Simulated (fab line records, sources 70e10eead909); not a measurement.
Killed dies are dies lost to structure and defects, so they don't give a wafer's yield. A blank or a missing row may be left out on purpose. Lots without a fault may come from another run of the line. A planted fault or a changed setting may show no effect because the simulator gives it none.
One fault seen from 2 desks | flow nand_harc | each desk has only its own numbers; what lay behind them comes last

THE METROLOGY DESK
What the gauges read, lot by lot, whatever tool the lot ran on: means of the sampled wafers that have a number. A lot is out of limits, marked OUT, if its mean lies more than 4 standard deviations from the usual mean; the brackets give that distance.
Columns: A = thk_nm at NHARC_A_M1_THK_MEAS_24, usual 154.8 nm
lot  | first seen here | A
L103 | day 18 00:37    | 152.1
L104 | day 18 01:19    | 154.1
L105 | day 18 03:10    | 155.2
L102 | day 19 03:46    | 155.0
L107 | day 19 04:14    | 155.6
L110 | day 20 00:46    | 153.8
L118 | day 21 15:34    | 155.5
L119 | day 22 07:05    | 155.9
L120 | day 22 08:51    | 156.6
L122 | day 23 08:59    | 154.5
L123 | day 23 12:46    | 154.6
L124 | day 23 13:30    | 155.2
This desk's finding: nothing out of limits on any of the 12 lots.

THE TOOL OWNER'S DESK: rie_metal-02
The tool's own readings at NHARC_THIN_TSV_ETCH_36 (etches the open film in Cl2/BCl3, target depth 65 nm, time 18.571 s): means of the sampled wafers that have a number, for each lot that ran on this tool. A lot is out of limits, marked OUT, if its mean lies more than 4 standard deviations from the usual mean; the brackets give that distance.
Columns: A = chamber_pressure_mTorr at NHARC_THIN_TSV_ETCH_36, usual 10.001 mTorr; B = drypump_motor_current_A at NHARC_THIN_TSV_ETCH_36, usual 5.70 A; C = oes_product_au at NHARC_THIN_TSV_ETCH_36, usual 1.006 a.u.
lot  | first seen here | A      | B    | C
L105 | day 19 06:37    | 9.999  | 5.70 | 1.006
L104 | day 19 07:41    | 10.005 | 5.81 | 1.005
L107 | day 20 03:41    | 9.991  | 5.80 | 1.001
L110 | day 21 05:47    | 10.007 | 5.82 | 1.010
This desk's finding: nothing out of limits on any of the 4 lots.

PUT TOGETHER
The metrology desk saw nothing out of limits.
The tool owner's desk saw nothing out of limits.

WHAT THE SIMULATOR HAD PUT IN
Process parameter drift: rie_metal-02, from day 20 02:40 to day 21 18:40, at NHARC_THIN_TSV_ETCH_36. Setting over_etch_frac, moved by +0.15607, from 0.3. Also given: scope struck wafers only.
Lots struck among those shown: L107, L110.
